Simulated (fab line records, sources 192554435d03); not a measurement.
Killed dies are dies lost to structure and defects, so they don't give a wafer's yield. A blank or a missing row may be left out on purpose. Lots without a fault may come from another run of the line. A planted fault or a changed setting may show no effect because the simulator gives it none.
fab line records | flow n5_finfet
record lots=11 wafers=33 last_day=20
route steps=1938 shown MIM_TOP@1834 MIM_TOP_ETCH@1852 PASSIVATION@1936
lots that met no fault: from a run of the same line without faults
start_h: hours from the record's first day to the start of the lot's first wafer shown | wait_h: hours since the lot's step before | " the same as in the row above | L1.1+2: a row that stands for several wafers | - no value, or no start given | * or withheld: withheld | < > ~ a bound
route shown NAME@n: a module of which the file shows steps, and the number in the route of the first | usual: mean/standard deviation of fault-free wafers | same: alike in all rows | chamber/n: place in a boat | sites: the reading at each site | _std_site: their standard deviation | _edge_site: outer sites' mean less inner sites' | radius_mm: how far each site lies from the wafer's centre | mask NAME#n: copy n | behind: the tool/chamber that last shaped the wafer | hold: why the lot was held/for how many hours/how that ended | device: the transistor (n, p or np) that didn't switch | end of line: the same wafers' tests at the end of the route | a step without rows: its recipe alone | killed: dies lost to structure and defects at the first sort, not the wafer's yield | map: a wafer's dies, x killed, . not, _ none there
set.NAME: the setting as run; set.NAME@STEP: as run at that earlier step | model.NAME: the simulator's own value behind a step, which no gauge read
steps of the route over a sample of lots; a table a step, a row a wafer
services: from which hour (start_h, from the record's first day; less than 0 if before it) a tool's chamber was out of use, for how many hours, and why
## steps
# step N5_MIM_TOP_ALD_00
# recipe material=Al2O3 target_thk_a=* temp_c=withheld ald_precursor_family=TMA ald_co_reactant=O3 pulse_time_s=withheld purge_time_s=3 co_reactant_purge_time_s=withheld co_reactant_pulse_time_s=3 ald_cycles=withheld
# usual precursor_pulse_height_rel=1.000/0.021
# columns lot.wafer tool chamber start_h wait_h precursor_pulse_height_rel
L499.2 ald_hk-02 3 283.16 0.1 1.041
L499.4 " 1 " " 1.022
L499.5 " 0 " " 0.996
L500.3 ald_hk-03 2 287.28 0.1 1.025
L500.4 " 3 " " 1.015
L500.5 " 1 " " 0.978
L501.1 ald_hk-02 1 309.58 0.1 0.998
L501.5 " 0 " " 0.988
L501.6 " 3 " " 1.030
L503.1 ald_hk-02 1 326.67 0.1 1.003
L503.2 " 0 " " 0.977
L503.3 " 2 " " 1.000
L506.3 ald_hk-01 0 345.99 0.1 0.981
L506.5 " 1 " " 1.034
L506.6 " 2 " " 1.002
L507.1 ald_hk-01 3 367.82 0.1 0.983
L507.3 " 0 " " 1.008
L507.5 " 0 " " 0.983
L509.3 ald_hk-02 1 385.59 0.1 0.994
L509.4 " 3 " " 0.999
L509.6 " 1 " " 1.000
L513.2 ald_hk-01 0 404.21 0.1 1.008
L513.3 " 1 " " 0.999
L513.5 " 0 " " 1.013
L516.3 ald_hk-01 0 409.31 0.1 1.020
L516.4 " 1 " " 0.986
L516.5 " 2 " " 1.035
L520.1 ald_hk-03 0 438.86 0.1 0.990
L520.2 " 3 " " 0.997
L520.4 " 1 " " 0.960
L521.1 ald_hk-01 2 461.84 0.1 0.988
L521.2 " 3 " " 1.050
L521.4 " 0 " " 0.989
# step N5_MIM_TOP_ALD_01
# recipe material=HfO2 target_thk_a=56 temp_c=withheld ald_precursor_family=Hf-amide ald_co_reactant=O3 pulse_time_s=1 purge_time_s=3 co_reactant_purge_time_s=2 co_reactant_pulse_time_s=3 ald_cycles=62
# usual precursor_pulse_height_rel=0.999/0.018
# same ald_cycles=62 co_reactant_pulse_time_s=3
# columns lot.wafer tool chamber start_h wait_h precursor_pulse_height_rel
L499.2 ald_hk-02 3 - - 1.020
L499.4 " 1 " " 1.018
L499.5 " 0 " " 1.006
L500.3 ald_hk-03 2 - - 0.972
L500.4 " 3 " " 0.996
L500.5 " 1 " " 0.980
L501.1 ald_hk-02 1 - - 1.025
L501.5 " 0 " " 0.979
L501.6 " 3 " " 1.001
L503.1 ald_hk-02 1 - - 1.003
L503.2 " 0 " " 0.982
L503.3 " 2 " " 0.983
L506.3 ald_hk-01 0 - - 1.029
L506.5 " 1 " " 1.030
L506.6 " 2 " " 0.982
L507.1 ald_hk-01 3 - - 0.998
L507.3 " 0 " " 0.992
L507.5 " 0 " " 0.987
L509.3 ald_hk-02 1 - - 1.038
L509.4 " 3 " " 0.990
L509.6 " 1 " " 1.007
L513.2 ald_hk-01 0 - - 0.988
L513.3 " 1 " " 0.996
L513.5 " 0 " " 1.036
L516.3 ald_hk-01 0 - - 0.995
L516.4 " 1 " " 1.012
L516.5 " 2 " " 1.016
L520.1 ald_hk-03 0 - - 0.993
L520.2 " 3 " " 0.985
L520.4 " 1 " " 0.983
L521.1 ald_hk-01 2 - - 0.982
L521.2 " 3 " " 0.989
L521.4 " 0 " " 1.025
# step N5_MIM_TOP_DEGAS_04
# recipe ambient=vacuum temp_c=300 time_s=60
# usual heater_power_w=467/45
# columns lot.wafer tool chamber start_h wait_h heater_power_w
L499.2 pvd_sputter-01 - 283.62 - 467
L499.4 " - " " 461
L499.5 " - " " 478
L500.3 pvd_sputter-01 - 288.40 - 466
L500.4 " - " " 487
L500.5 " - " " 498
L501.1 pvd_sputter-02 - 310.25 - 440
L501.5 " - " " 438
L501.6 " - " " 536
L503.1 pvd_sputter-01 - 327.39 - 472
L503.2 " - " " 476
L503.3 " - " " 474
L506.3 pvd_sputter-03 - 346.45 - 412
L506.5 " - " " 454
L506.6 " - " " 448
L507.1 pvd_sputter-01 - 368.61 - 452
L507.3 " - " " 468
L507.5 " - " " 405
L509.3 pvd_sputter-01 - 386.05 - 490
L509.4 " - " " 473
L509.6 " - " " 466
L513.2 pvd_sputter-02 - 404.95 - 523
L513.3 " - " " 468
L513.5 " - " " 495
L516.3 pvd_sputter-03 - 410.10 - 469
L516.4 " - " " 399
L516.5 " - " " 423
L520.1 pvd_sputter-03 - 440.99 - 413
L520.2 " - " " 450
L520.4 " - " " 558
L521.1 pvd_sputter-02 - 462.60 - 503
L521.2 " - " " 464
L521.4 " - " " 444
# step N5_MIM_TOP_ETCH_STRIP_01
# recipe chemistry=O2 power_w=600 temp_c=60 pressure_mtorr=30 rf_frequency_hz=6e+07 bias_power_w=0 overash_fraction=0.5 o2_flow_sccm=225
# usual drypump_motor_current_A=5.6/0.54 oes_product_au=0.82/0.099 rf_vpp_V=3.6/1.3 showerhead_plenum_p_Torr=2.11/0.076 temp_c=60.00/0.13 throttle_valve_pct=16.48/0.29
# columns lot.wafer tool chamber start_h wait_h drypump_motor_current_A oes_product_au rf_hours_counter_h rf_vpp_V showerhead_plenum_p_Torr temp_c throttle_valve_pct
L499.2 rie_diel-03 0 284.49 0.1 5.1 0.69 227 3.3 2.15 60.09 16.71
L499.4 " 2 " " 5.7 0.98 9 4.8 2.13 60.02 16.14
L499.5 " 1 " " 6.3 0.91 - 2.7 2.05 59.85 16.18
L500.3 rie_diel-03 0 289.31 0.1 5.1 0.70 228 3.4 2.15 60.07 16.75
L500.4 " 1 " " 6.3 0.88 25 1.8 2.05 60.00 16.17
L500.5 " 2 " " 5.5 0.95 - 2.5 2.13 60.00 16.13
L501.1 rie_diel-02 2 311.00 0.1 5.5 0.71 229 3.5 2.17 59.90 16.67
L501.5 " 1 " " 6.5 0.74 - 4.2 2.01 60.19 16.85
L501.6 " 2 " " 5.5 0.69 - 3.4 2.17 59.79 16.67
L503.1 rie_diel-05 2 328.13 0.1 5.6 0.94 26 4.3 2.25 59.76 16.49
L503.2 " 3 " " 5.0 0.95 9 3.0 2.14 59.95 16.30
L503.3 " 1 " " 5.4 0.81 97 1.6 2.19 59.84 16.50
L506.3 rie_diel-03 0 347.40 0.1 5.1 0.69 246 3.4 2.14 57.56 16.78
L506.5 " 1 " " 6.4 0.86 - 4.6 2.04 57.87 16.18
L506.6 " 0 " " 5.1 0.68 - 2.9 2.14 57.50 16.77
L507.1 rie_diel-03 3 369.48 0.1 5.2 0.78 113 2.0 2.10 57.46 16.44
L507.3 " 1 " " 6.3 0.87 53 2.6 2.04 57.67 16.22
L507.5 " 3 " " 5.2 0.77 - 4.5 2.10 57.37 16.49
L509.3 rie_diel-02 1 387.07 0.1 6.4 0.72 192 6.5 2.00 60.17 16.89
L509.4 " 2 " " 5.6 0.68 - 4.4 2.16 60.20 16.75
L509.6 " 1 " " 6.4 0.71 - 3.4 2.00 59.87 16.95
L513.2 rie_diel-02 3 405.70 0.1 6.0 0.97 0 6.6 2.24 60.08 16.34
L513.3 " 0 " " 5.0 0.89 34 2.6 2.14 59.96 16.05
L513.5 " 1 " " 6.4 0.71 - 2.1 2.00 59.91 16.98
L516.3 rie_diel-02 1 410.97 0.1 6.4 0.69 204 2.0 2.00 59.95 16.89
L516.4 " 3 " " 6.0 0.94 - 4.3 2.24 60.08 16.39
L516.5 " 1 " " 6.4 0.70 - 3.8 2.00 59.99 16.88
L520.1 rie_diel-03 2 441.90 0.1 5.7 0.87 51 4.6 2.11 60.02 16.25
L520.2 " 1 " " 6.3 0.83 73 3.2 2.03 59.91 16.31
L520.4 " 0 " " 5.1 0.93 19 3.8 2.13 60.11 16.30
L521.1 rie_diel-02 3 463.35 0.1 6.0 0.88 19 3.5 2.23 59.94 16.42
L521.2 " 0 " " 5.0 0.84 54 4.1 2.13 60.15 16.15
L521.4 " 1 " " 6.4 0.69 220 2.6 1.99 59.95 16.96
# step N5_PASSIVATION_PROBE_49
# usual defect_limited_yield=91.3/1.4 killed_at_M0_to_M3=34/10 killed_at_M4_up=14/5.5 killed_at_contacts=12/6 killed_at_front_end=40/10 killed_at_other=3.0/2.4 killed_dies=103/17 killed_open=68/13 killed_short=34/7.8 sort_bin_5_function=5.1/0.97 sort_bin_6_memory=3.3/0.66 sort_bin_8_speed=0.02/0.12 sort_n_pass=1077/17 sort_yield_pct=91.2/1.4
# same gross_dies=1180 killed_at_back_side=0 sort_bin_4_leakage[%]=0
# columns lot.wafer tool chamber start_h wait_h defect_limited_yield[%] killed_at_M0_to_M3 killed_at_M4_up killed_at_contacts killed_at_front_end killed_at_other killed_dies killed_open killed_short sort_bin_5_function[%] sort_bin_6_memory[%] sort_bin_8_speed[%] sort_n_pass sort_yield_pct[%]
L503.1 prober-01 - 341.03 0.0 93.1 37 10 10 25 0 82 63 18 3.6 3.1 0 1098 93.1
L503.2 prober-01 - 341.08 0.1 91.9 34 10 15 35 1 95 57 38 4.7 3.0 0 1085 91.9
L503.3 prober-01 - 341.13 0.1 92.0 27 13 26 27 1 94 64 30 4.9 2.8 0 1086 92.0
L516.3 prober-01 - 422.17 0.1 92.0 29 6 22 33 4 94 61 29 5.2 2.6 0 1086 92.0
L516.4 prober-01 - 422.22 0.2 90.1 33 12 22 49 1 117 83 32 5.8 3.8 0 1063 90.1
L516.5 prober-01 - 422.27 0.2 91.8 33 10 11 30 13 97 68 29 5.0 3.1 0 1083 91.8
# killed by level:class
L503.1 BEOL_M2:geometric_particle:open=10 MOL_CONTACT_COAG:geometric_particle:open=8 BEOL_M1:geometric_particle:open=8 BEOL_M4:geometric_particle:open=6 FIN_SAQP:geometric_particle:open=5 GATE_CUT:geometric_particle:short=5 BEOL_M3:geometric_particle:open=5 DUMMY_GATE:geometric_particle:open=4
L503.2 MOL_CONTACT_COAG:geometric_particle:open=13 BEOL_M0_SAQP:geometric_particle:short=9 FIN_SAQP:geometric_particle:open=5 FIN_SAQP:geometric_particle:short=5 STI_FIN_REVEAL:geometric_particle:open=5 GATE_CUT:geometric_particle:short=5 BEOL_M2:geometric_particle:open=5 BEOL_M3:geometric_particle:open=5
L503.3 MOL_CONTACT_COAG:geometric_particle:open=22 FIN_SAQP:geometric_particle:short=6 ILD0:geometric_particle:open=6 GATE_CUT:geometric_particle:short=5 BEOL_M0_SAQP:geometric_particle:short=5 BEOL_M0:geometric_particle:open=5 BEOL_M5:geometric_particle:open=5 MOL_CONTACT_COAG:geometric_particle:short=4
L516.3 MOL_CONTACT_COAG:geometric_particle:open=19 FIN_SAQP:geometric_particle:short=9 BEOL_M0_SAQP:geometric_particle:short=7 BEOL_M3:geometric_particle:open=7 FIN_SAQP:geometric_particle:open=6 STI_FIN_REVEAL:geometric_particle:open=6 BEOL_M2:geometric_particle:open=6 DUMMY_GATE:geometric_particle:open=4
L516.4 BEOL_M3:geometric_particle:open=17 MOL_CONTACT_COAG:geometric_particle:open=14 DUMMY_GATE:geometric_particle:open=10 STI_FIN_REVEAL:geometric_particle:open=9 GATE_CUT:geometric_particle:short=8 BEOL_M4:geometric_particle:open=7 FIN_SAQP:geometric_particle:open=6 MOL_CONTACT_COAG:geometric_particle:short=6
L516.5 MOL_CONTACT_COAG:geometric_particle:open=10 BEOL_M3:geometric_particle:open=10 BEOL_M1:geometric_particle:open=9 BEOL_M4:geometric_particle:open=7 FIN_SAQP:geometric_particle:short=5 STI_FIN_REVEAL:geometric_particle:open=5 DUMMY_GATE:geometric_particle:open=4 ILD0:geometric_particle:open=4
## services
# columns tool chamber start_h hours kind
rie_diel-05 1 270.40 3.0 repair
rie_diel-02 0 274.42 7.1 repair
ald_hk-03 - 313.09 8.7 pm
rie_diel-05 1 330.57 3.3 repair
rie_diel-03 2 333.39 19.1 repair
rie_diel-05 - 333.75 0.4 repair
pvd_sputter-01 - 344.74 1.6 repair
rie_diel-02 0 350.54 31.6 repair
pvd_sputter-02 - 351.20 11.7 repair
pvd_sputter-03 - 378.22 3.7 repair
rie_diel-05 - 385.81 4.3 pm
rie_diel-03 - 388.37 4.3 pm
rie_diel-05 3 390.15 6.0 repair
ald_hk-01 - 395.56 0.3 repair
rie_diel-05 0 416.65 2.6 repair
rie_diel-03 3 418.14 1.4 repair
pvd_sputter-03 - 421.46 2.4 repair
pvd_sputter-01 - 425.15 1.2 repair
rie_diel-02 - 427.79 2.8 pm
rie_diel-02 1 430.95 4.9 repair
rie_diel-02 3 438.89 3.2 repair
rie_diel-02 2 440.26 5.5 repair
ald_hk-03 - 441.36 0.9 repair
pvd_sputter-01 - 463.21 7.4 repair
## key
first_sign step=N5_MIM_TOP_ETCH_STRIP_01 reading=temp_c direction=down sigmas=19 usual=* struck=*
effect none on later readings
met_at N5_MIM_TOP_ETCH_STRIP_01
struck_lots L506,L507
not_acting_at N5_MIM_TOP_ALD_00,N5_MIM_TOP_ALD_01,N5_MIM_TOP_DEGAS_04
onset_between 289.31 347.40
fault kind=process_parameter_drift tool=rie_diel-03 chamber=- onset_h=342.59 steps=N5_MIM_TOP_ETCH_STRIP_01 channel=temp_c offset=* shape=step end_h=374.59 acts_in=* stated=*
